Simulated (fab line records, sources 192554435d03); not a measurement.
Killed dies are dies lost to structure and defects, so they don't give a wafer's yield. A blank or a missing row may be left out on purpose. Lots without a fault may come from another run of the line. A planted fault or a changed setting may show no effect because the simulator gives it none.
Split-lot experiment | flow n5_finfet | 7 lots, 21 wafers read, on a route of 1938 steps

THE SPLIT
At N5_BEOL_M9_ETCH_62 (etches SOC in N2/H2, target depth 110 nm, overetch 22 nm, time 165 s), the setting time_s was moved away from the recipe's 165 s on 5 of the 21 wafers read, by -9.9% to +21.2%. The other wafers ran this setting at the recipe's value.

The reading is taken at the split's own step.

THE READING
SiARC_of_BEOL_M9_COAT_60.thk_nm (the simulator's own value, which no gauge read), in nm, at N5_BEOL_M9_ETCH_62 (etches SOC in N2/H2, target depth 110 nm, overetch 22 nm, time 165 s). The file gives no usual value for it. The 16 wafers here that ran the recipe average 23.4 nm, standard deviation 0.15 nm.

wafer  | tool, chamber at the split | time_s as run, s | against the recipe | SiARC_of_BEOL_M9_COAT_60.thk_nm, nm | against lot-mates on the recipe
L074.1 | rie_diel-06, 1             | 165              | recipe             | 23.6                                | -
L074.2 | rie_diel-06, 3             | 165              | recipe             | 23.4                                | -
L074.5 | rie_diel-06, 0             | 165              | recipe             | 23.2                                | -
L075.1 | rie_diel-02, 1,2,0         | 165              | recipe             | 23.4                                | -
L075.2 | rie_diel-02, 1,2,0         | 165              | recipe             | 23.4                                | -
L075.3 | rie_diel-02, 1,2,0         | 165              | recipe             | 23.4                                | -
L078.1 | rie_diel-06, 3,0           | 165              | recipe             | 23.4                                | -
L078.4 | rie_diel-06, 3,0           | 165              | recipe             | 23.4                                | -
L078.5 | rie_diel-06, 2             | 199.9            | +21.2%             | 22                                  | -1.4
L083.3 | rie_diel-02, 3             | 190.8            | +15.6%             | 22.6                                | -1.0
L083.5 | rie_diel-02, 0,1           | 165              | recipe             | 23.6                                | -
L083.6 | rie_diel-02, 0,1           | 165              | recipe             | 23.6                                | -
L094.1 | rie_diel-02, 0             | 165              | recipe             | 23.4                                | -
L094.2 | rie_diel-02, 2,3           | 165              | recipe             | 23.6                                | -
L094.3 | rie_diel-02, 2,3           | 165              | recipe             | 23.6                                | -
L096.2 | rie_diel-03, 1             | 151.1            | -8.4%              | 23.8                                | +0.6
L096.3 | rie_diel-03, 2             | 165              | recipe             | 23.2                                | -
L096.4 | rie_diel-03, 3             | 151.1            | -8.4%              | 24                                  | +0.8
L097.3 | rie_diel-06, 0             | 148.7            | -9.9%              | 23.8                                | +0.6
L097.4 | rie_diel-06, 2,0           | 165              | recipe             | 23.2                                | -
L097.5 | rie_diel-06, 2,0           | 165              | recipe             | 23.2                                | -
Where a row lists several chambers, the file gives one row for several wafers and doesn't say which wafer went through which chamber.

THE FIT
A straight line over all 21 wafers: SiARC_of_BEOL_M9_COAT_60.thk_nm changes by -0.0585 nm for each +1% of time_s; r = -0.94; the points scatter about the line by 0.15 nm.
The same after taking each lot's own level away (the mean of its wafers on the recipe; 21 wafers): -0.0678 nm for each +1%; r = -0.98; scatter 0.093 nm.
On that fit, the largest move of time_s shifts the reading by 1.4 nm.
The lots' own levels span 23.20 to 23.60 nm, that is 2.7 times the standard deviation above.
So the lot-to-lot level changes the slope: the two fits differ.
Check: with one of the wafers moved furthest among these (+21.2%) left out of the fit, the line predicts -1.44 nm for it against its lot-mates. It came out at -1.4 nm against them.

OTHER SPLITS ON THESE WAFERS
These wafers also went through other splits before the reading. Each is held against what the fit with the lots' levels taken away leaves over:
other split on the same wafers   | wafers away from the commonest value | r with SiARC_of_BEOL_M9_COAT_60.thk_nm (lot level and that fit taken away)
N5_BEOL_M7_TRENCH_ETCH_37 time_s | 7                                    | -0.06
N5_BEOL_M8_VIA_ETCH_34 bias_w    | 5                                    | -0.03
N5_BEOL_M8_TRENCH_ETCH_37 bias_w | 7                                    | -0.06

THE WHOLE CHAIN: every reading that the file lists as answering this split, in the file's order
step                  | what it does                                                         | reading                                                                          | change (the file's fit)                                                              | r (the file's)
N5_BEOL_M9_ETCH_62    | etches SOC in N2/H2, target depth 110 nm, overetch 22 nm, time 165 s | SiARC_of_BEOL_M9_COAT_60.thk_nm (the simulator's own value, which no gauge read) | -0.0663 nm for each +1% of the setting                                               | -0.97
N5_BEOL_M9_HM_OPEN_17 | chemistry Cl2/BCl3, target TiN, target depth 20 nm, overetch 6 nm    | etch.depth_nm (the simulator's own value, which no gauge read)                   | not straight: 20.37 at the lowest setting, 19.91 at the recipe, 16.59 at the highest | not given

THE FILE'S OWN FIT
SiARC_of_BEOL_M9_COAT_60.thk_nm changes by -0.0663 nm for each +1% of time_s, r = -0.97.
